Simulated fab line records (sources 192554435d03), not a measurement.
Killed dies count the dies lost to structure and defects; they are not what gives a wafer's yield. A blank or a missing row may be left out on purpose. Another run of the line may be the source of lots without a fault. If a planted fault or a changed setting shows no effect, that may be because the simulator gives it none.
Matching of chambers / flow n5_finfet / rie_diel-01 running N5_HKMG_FIN_ETCH_31: 4 sister chambers
The step etches SiARC in CF4, target depth 45.5 nm, time 75.8 s. 4 wafers are shown with their chamber, then 10 later ones without.

## WAFERS WITH THEIR CHAMBER
wafer=L077.5; chamber=1; showerhead_plenum_p_Torr (Torr)=2.28
wafer=L086.6; chamber=3; showerhead_plenum_p_Torr (Torr)=2.17
wafer=L087.2; chamber=2; showerhead_plenum_p_Torr (Torr)=2.16
wafer=L087.3; chamber=0; showerhead_plenum_p_Torr (Torr)=2.01

## WAFERS WITH NO CHAMBER GIVEN
wafer=L087.4; showerhead_plenum_p_Torr (Torr)=2.17
wafer=L089.2; showerhead_plenum_p_Torr (Torr)=2.27
wafer=L089.4; showerhead_plenum_p_Torr (Torr)=2.00
wafer=L089.5; showerhead_plenum_p_Torr (Torr)=2.27
wafer=L091.1; showerhead_plenum_p_Torr (Torr)=2.00
wafer=L091.5; showerhead_plenum_p_Torr (Torr)=2.17
wafer=L091.6; showerhead_plenum_p_Torr (Torr)=2.00
wafer=L093.2; showerhead_plenum_p_Torr (Torr)=2.17
wafer=L093.4; showerhead_plenum_p_Torr (Torr)=2.16
wafer=L093.6; showerhead_plenum_p_Torr (Torr)=2.00

## WHICH CHAMBER EACH ONE RAN IN
wafer=L087.4; from the rows above=can't be placed: 3 or 2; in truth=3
wafer=L089.2; from the rows above=1; in truth=1
wafer=L089.4; from the rows above=0; in truth=0
wafer=L089.5; from the rows above=1; in truth=1
wafer=L091.1; from the rows above=0; in truth=0
wafer=L091.5; from the rows above=can't be placed: 3 or 2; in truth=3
wafer=L091.6; from the rows above=0; in truth=0
wafer=L093.2; from the rows above=can't be placed: 3 or 2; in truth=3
wafer=L093.4; from the rows above=can't be placed: 2 or 3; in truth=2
wafer=L093.6; from the rows above=0; in truth=0
Placed correctly: 6 of 10. From these rows, 4 cannot be placed; in 4 the true chamber is one of the candidates. 0 placed wrongly.
How it was worked out, from the rows above alone: a wafer's distance from a chamber is the root of the sum, over the readings, of the square of ((its reading less the chamber's mean) divided by the reading's scatter). If the next closest chamber is less than 2 further off than the closest, the wafer can't be placed; otherwise it belongs to the closest. The mean given for a chamber averages the wafers shown for that chamber. The scatter: with one shown wafer a chamber, the root of the mean of the squares of how far each hidden wafer lies from its nearest shown one.
